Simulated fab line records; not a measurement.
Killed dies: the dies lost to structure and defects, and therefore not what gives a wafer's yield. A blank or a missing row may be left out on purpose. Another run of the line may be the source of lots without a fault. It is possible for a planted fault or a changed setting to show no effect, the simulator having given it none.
Matching of chambers	flow n5_finfet	N5_BEOL_M3_STRIP_66 on rie_diel-06 has 4 sister chambers
The step strips in CF4. 20 wafers are shown with their chamber, then 10 later ones without.

== WAFERS PAIRED WITH THEIR CHAMBERS ==
wafer	chamber	drypump_motor_current_A (A)	showerhead_plenum_p_Torr (Torr)	throttle_valve_pct (%)
L076.2	1	5.4	1.81	13.15
L076.3	3	5.2	1.72	13.55
L076.4	2	6.2	1.75	13.53
L077.3	3	5.2	1.72	13.54
L077.4	0	5.9	1.85	13.82
L077.5	0	5.9	1.85	13.83
L080.1	2	6.2	1.75	13.53
L080.2	1	5.4	1.81	13.18
L080.5	1	5.4	1.81	13.19
L082.1	2	6.2	1.74	13.54
L082.4	0	5.9	1.85	13.87
L082.5	1	5.4	1.81	13.18
L084.3	2	6.2	1.74	13.55
L084.4	1	5.4	1.81	13.17
L084.6	3	5.2	1.71	13.55
L085.1	2	6.2	1.74	13.56
L085.3	0	5.9	1.85	13.87
L085.5	1	5.5	1.80	13.19
L088.1	0	5.9	1.85	13.88
L088.2	3	5.2	1.71	13.58

SIGNATURES (means of the wafers above)
reading	chamber 0	chamber 1	chamber 2	chamber 3	scatter within a chamber
drypump_motor_current_A	5.900	5.417	6.200	5.200	0.0228
showerhead_plenum_p_Torr	1.8500	1.8083	1.7440	1.7150	0.00435
throttle_valve_pct	13.8540	13.1767	13.5420	13.5550	0.0188
Rule: a wafer's distance from a chamber is the root of the sum, over the readings, of the square of ((its reading less the chamber's mean) divided by the reading's scatter). The wafer belongs to the nearest chamber; if the next one is less than 2 further off, it can't be placed. The scatter: take each reading less its chamber's mean, square it, sum over the shown wafers, divide by the number of wafers less the number of chambers, and take the root.

== WAFERS WITH NO CHAMBER GIVEN ==
wafer	drypump_motor_current_A (A)	showerhead_plenum_p_Torr (Torr)	throttle_valve_pct (%)
L088.5	5.4	1.80	13.21
L091.2	6.2	1.74	13.58
L091.3	5.9	1.85	13.88
L091.5	6.2	1.74	13.56
L092.1	5.2	1.71	13.59
L092.4	5.4	1.80	13.20
L092.6	5.4	1.80	13.22
L097.3	5.4	1.80	13.24
L097.4	5.9	1.84	13.89
L097.6	5.9	1.84	13.92

== WHICH CHAMBER EACH ONE RAN IN ==
wafer	from the rows above	in truth
L088.5	1	1
L091.2	2	2
L091.3	0	0
L091.5	2	2
L092.1	3	3
L092.4	1	1
L092.6	1	1
L097.3	1	1
L097.4	0	0
L097.6	0	0
Correct placement for 10 of the 10. Left unplaced by these rows: 0. Number placed wrongly: 0.
